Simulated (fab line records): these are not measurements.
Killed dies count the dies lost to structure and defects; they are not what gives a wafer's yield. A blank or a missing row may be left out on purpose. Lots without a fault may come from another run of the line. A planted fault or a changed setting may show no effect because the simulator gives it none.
Comparing a struck lot with a sound one || flow n5Finfet || 14 out of 1938 route steps
Sound: these wafers, L599.1, L599.5, L599.6. Struck: wafer L605.1 (left out: L605.2, L605.4 of the same lot, which were not struck); the cause appears at the end.
Per side, at each step with rows, come the tool, then ch with its chambers, and then its first start. Under that, the readings that differ: sound wafers || struck wafers || difference of the means || sigmas: that difference in standard deviations of wafers without a fault.
alike: words and numbers the same on both sides, and readings whose means are apart by under 2 such deviations; not compared: readings that were withheld, readings missing a value for some wafer, numbers with overlapping values and no deviation given by the record, and bounds like >300 which may hide the same value.
Wherever a step has rows on one side only, a row that says differs or no value, or a row with sigmas, the two part there. When numbers do not overlap yet have no deviation, they are printed without sigmas and do not part them. A reading that every wafer of one side lacks parts them only if that side has two wafers or more.

first, 2 steps without rows for these wafers: N5_BEOL_M1_SPUTTER_90 (material Cu, target thk 4.5 nm, time 8.29 s); N5_BEOL_M1_ANNEAL_91 (time 240 s).
N5_BEOL_M1_SPUTTER_92: material Cu, target thk 4.5 nm, time 8.29 s.
  struck on pvdSputter-02, day 9 11:28; sound on pvdSputter-01, day 8 06:32
  alike: throttleValvePct
N5_BEOL_M1_ANNEAL_93: time 240 s.
  struck on pvdSputter-02, day 9 11:32; sound on pvdSputter-01, day 8 06:37
  alike: heaterPowerW
N5_BEOL_M1_SPUTTER_94: material Cu, target thk 4.5 nm, time 8.29 s.
  struck on pvdSputter-02, day 9 11:41; sound on pvdSputter-01, day 8 06:46
  alike: throttleValvePct
then, 1 step without rows for these wafers: N5_BEOL_M1_ANNEAL_95 (time 240 s).
N5_BEOL_M1_SPUTTER_96: material Cu, target thk 4.5 nm, time 8.29 s.
  struck on pvdSputter-02, day 9 11:54; sound on pvdSputter-01, day 8 06:59
  alike: throttleValvePct
then, 2 steps without rows for these wafers: N5_BEOL_M1_ECD_50 (material Cu, target thk 300 nm); N5_BEOL_M1_ANNEAL_51 (time 90 s).
N5_BEOL_M1_CMP_52: polishes, stops on SiOC, t overpolish 6.8 s, target thk 40 nm.
  sound on cmp-04 ch 1,2,3, day 8 07:45; struck on cmp-01 ch 1, day 9 12:31
{"reading": "slurryFlowMlMin", "sound": "150.4 150.7 149.6", "struck": 148.9, "difference": -1.3, "sigmas": -3}
  alike: barrierFieldEndpointS, clearingPlatenDownForcePsi, motorCurrentA, overpolishRunS, timeToEndpointS
  not compared: padLifeWafers
then, 1 step without rows for these wafers: N5_BEOL_M1_PRE_CLEAN_60 (time 15 s).
N5_BEOL_M1_CO_CAP_55: material Co, precursor CCTBA/H2, target thk 2 nm, time 102.1 s.
  sound on cvdCo-01 ch 0,2, day 8 08:01; struck on cvdCo-01 ch 2, day 9 12:53
{"reading": "runLengthS (s)", "sound": "125.1 125.0 125.8", "struck": 58.6, "difference": -66.7, "sigmas": "-99 or more"}
{"reading": "model.Co_of_BEOL_M1_CO_CAP_55.thkNm (nm)", "sound": "1.8 1.6 2", "struck": 0.6, "difference": -1.2, "sigmas": ""}
  alike: heaterPowerOuterW, heaterPowerW
then, 1 step without rows for these wafers: N5_BEOL_M1_PRE_CLEAN_56 (time 15 s).
-- the record jumps here: 4 days lie between the struck wafers' starts before and after (it left off in module BEOL_M1 and takes up again in module BEOL_M4, whose first step shown is number 1111 of the route) --
N5_BEOL_M4_RC_MEAS_101:
  sound on prober-01 ch 0, day 12 07:42; struck on prober-02 ch 0, day 13 22:44
{"reading": "DIBL_N (mV/V)", "sound": "37.5 34.7 33.6", "struck": 41.7, "difference": "+6.4", "sigmas": "+3"}
{"reading": "IOFF_N (nA/um)", "sound": "0.19 0.13 0.12", "struck": 0.29, "difference": "+0.14", "sigmas": "+3"}
{"reading": "SS_N (mV/dec)", "sound": "72.0 70.9 71.6", "struck": 73.6, "difference": "+2.1", "sigmas": "+3"}
{"reading": "SS_P (mV/dec)", "sound": "74.0 72.6 72.8", "struck": 75.0, "difference": "+1.9", "sigmas": "+2"}
  alike: DIBL_P, IOFF_P, ION_N, ION_P, VT_N, VT_P

== WHERE THEY PART ==
Last at N5_BEOL_M4_RC_MEAS_101 as far as this record goes, first at N5_BEOL_M1_CMP_52.

WHY: what the simulator had put in
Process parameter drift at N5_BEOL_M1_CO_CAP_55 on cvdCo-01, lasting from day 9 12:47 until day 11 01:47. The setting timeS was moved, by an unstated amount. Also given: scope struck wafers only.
